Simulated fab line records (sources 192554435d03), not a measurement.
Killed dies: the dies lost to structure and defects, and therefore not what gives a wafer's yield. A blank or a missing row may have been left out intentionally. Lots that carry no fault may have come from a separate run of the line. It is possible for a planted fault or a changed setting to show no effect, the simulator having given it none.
Matching of chambers :: flow n5_finfet :: 4 sister chambers for N5_PMOS_HMC_CHANNEL_EPI_FIN_RECESS_16 on rie_si-03
The step chemistry HBr/Cl2, target Si, target depth 54 nm, time 18 s. 8 wafers are shown with their chamber, then 12 later ones without.

== WAFERS WITH THEIR CHAMBER ==
wafer: L088.1
chamber: 3
throttle_valve_pct (%): 36.4
drypump_motor_current_A (A): 6.0

wafer: L088.3
chamber: 1
throttle_valve_pct (%): 35.0
drypump_motor_current_A (A): 6.4

wafer: L089.2
chamber: 1
throttle_valve_pct (%): 35.0
drypump_motor_current_A (A): 6.4

wafer: L089.3
chamber: 3
throttle_valve_pct (%): 36.4
drypump_motor_current_A (A): 5.9

wafer: L089.5
chamber: 2
throttle_valve_pct (%): 35.6
drypump_motor_current_A (A): 6.5

wafer: L091.2
chamber: 2
throttle_valve_pct (%): 35.6
drypump_motor_current_A (A): 6.6

wafer: L091.4
chamber: 0
throttle_valve_pct (%): 35.9
drypump_motor_current_A (A): 5.4

wafer: L091.6
chamber: 0
throttle_valve_pct (%): 35.8
drypump_motor_current_A (A): 5.3

== WAFERS WITHOUT THEIR CHAMBER ==
wafer: L092.3
throttle_valve_pct (%): 35.6
drypump_motor_current_A (A): 6.5

wafer: L092.4
throttle_valve_pct (%): 35.8
drypump_motor_current_A (A): 5.4

wafer: L092.5
throttle_valve_pct (%): 35.6
drypump_motor_current_A (A): 6.5

wafer: L094.1
throttle_valve_pct (%): 35.8
drypump_motor_current_A (A): 5.3

wafer: L094.2
throttle_valve_pct (%): 36.4
drypump_motor_current_A (A): 6.0

wafer: L094.6
throttle_valve_pct (%): 35.8
drypump_motor_current_A (A): 5.3

wafer: L095.1
throttle_valve_pct (%): 35.8
drypump_motor_current_A (A): 5.4

wafer: L095.2
throttle_valve_pct (%): 36.4
drypump_motor_current_A (A): 6.0

wafer: L095.3
throttle_valve_pct (%): 35.6
drypump_motor_current_A (A): 6.5

wafer: L095.4
throttle_valve_pct (%): 35.0
drypump_motor_current_A (A): 6.3

wafer: L095.5
throttle_valve_pct (%): 36.4
drypump_motor_current_A (A): 6.0

wafer: L095.6
throttle_valve_pct (%): 35.8
drypump_motor_current_A (A): 5.3

== WHICH CHAMBER EACH ONE RAN IN ==
wafer: L092.3
from the rows above: 2
in truth: 2

wafer: L092.4
from the rows above: 0
in truth: 0

wafer: L092.5
from the rows above: 2
in truth: 2

wafer: L094.1
from the rows above: 0
in truth: 0

wafer: L094.2
from the rows above: 3
in truth: 3

wafer: L094.6
from the rows above: 0
in truth: 0

wafer: L095.1
from the rows above: 0
in truth: 0

wafer: L095.2
from the rows above: 3
in truth: 3

wafer: L095.3
from the rows above: 2
in truth: 2

wafer: L095.4
from the rows above: 1
in truth: 1

wafer: L095.5
from the rows above: 3
in truth: 3

wafer: L095.6
from the rows above: 0
in truth: 0
Correct placement for 12 of the 12. Number that these rows cannot place: 0. 0 placed wrongly.
How it was worked out, from the rows above alone: a wafer's distance from a chamber is the root of the sum, over the readings, of the square of ((its reading less the chamber's mean) divided by the reading's scatter). If the next closest chamber is less than 2 further off than the closest, the wafer can't be placed; otherwise it belongs to the closest. For every chamber, the mean is computed from those of its wafers that are shown. The scatter: the root of (the sum of the squares of (reading less its chamber's mean) over the shown wafers, divided by (wafers less chambers)).
